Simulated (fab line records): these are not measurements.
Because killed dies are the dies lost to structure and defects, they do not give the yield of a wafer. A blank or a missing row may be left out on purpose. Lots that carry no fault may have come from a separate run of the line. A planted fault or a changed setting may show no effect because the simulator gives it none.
Matching of chambers    flow n5_finfet    N5_FIN_SAQP_ETCH_64 on rie_si-02: 4 sister chambers
The step etches SiO2 in CF4, target depth 1.5 nm. 22 wafers are shown with their chamber, then 11 later ones without.

## EACH WAFER AND ITS CHAMBER
wafer   chamber  throttle_valve_pct (%)  drypump_motor_current_A (A)  oes_product_au (a.u.)
L074.2  3        21.82                   6.2                          0.991
L074.5  0        21.65                   5.9                          1.013
L074.6  3        21.81                   6.2                          0.994
L075.3  1        21.68                   5.7                          1.023
L075.4  0        21.67                   5.9                          1.033
L075.5  3        21.83                   6.2                          1.002
L078.1  2        21.31                   6.0                          1.003
L078.3  0        21.66                   5.9                          1.009
L078.6  1        21.69                   5.7                          1.012
L081.1  1        21.67                   5.7                          1.017
L081.4  2        21.32                   5.9                          1.004
L081.6  3        21.82                   6.2                          1.000
L083.1  2        21.32                   6.0                          1.009
L083.2  3        21.83                   6.2                          1.002
L083.4  0        21.64                   5.9                          1.022
L085.2  3        21.81                   6.2                          0.989
L085.4  0        21.65                   5.9                          1.021
L085.6  2        21.32                   6.0                          1.012
L087.2  0        21.65                   5.9                          1.016
L087.5  3        21.84                   6.2                          0.999
L087.6  2        21.30                   5.9                          1.011
L089.2  2        21.30                   6.0                          1.001

SIGNATURES (means of the wafers above)
reading                  chamber 0  chamber 1  chamber 2  chamber 3  scatter within a chamber
throttle_valve_pct       21.6533    21.6800    21.3117    21.8229    0.0104
drypump_motor_current_A  5.900      5.700      5.967      6.200      0.0272
oes_product_au           1.01900    1.01733    1.00667    0.99671    0.0062
Rule: for each reading, subtract the chamber's mean from the wafer's reading, divide by that reading's scatter and square the result; add these up over the readings and take the root, which gives the wafer's distance from the chamber. If the next closest chamber is less than 2 further off than the closest, the wafer can't be placed; otherwise it belongs to the closest. The scatter: the root of (the sum of the squares of (reading less its chamber's mean) over the shown wafers, divided by (wafers less chambers)).

## WAFERS WHOSE CHAMBER IS MISSING
wafer   throttle_valve_pct (%)  drypump_motor_current_A (A)  oes_product_au (a.u.)
L089.3  21.66                   5.7                          1.012
L089.6  21.83                   6.2                          0.997
L090.1  21.82                   6.2                          1.008
L090.3  21.32                   6.0                          1.006
L090.6  21.83                   6.2                          1.000
L095.1  21.31                   6.0                          1.012
L095.3  21.68                   5.9                          1.021
L095.4  21.82                   6.1                          1.008
L096.2  21.67                   5.7                          1.023
L096.3  21.67                   5.9                          1.017
L096.6  21.68                   5.7                          1.017

## CHAMBER TAKEN BY EACH
wafer   from the rows above  in truth
L089.3  1                    1
L089.6  3                    3
L090.1  3                    3
L090.3  2                    2
L090.6  3                    3
L095.1  2                    2
L095.3  0                    0
L095.4  3                    3
L096.2  1                    1
L096.3  0                    0
L096.6  1                    1
11 of 11 placed correctly. Not placeable from these rows: 0. 0 placed wrongly.
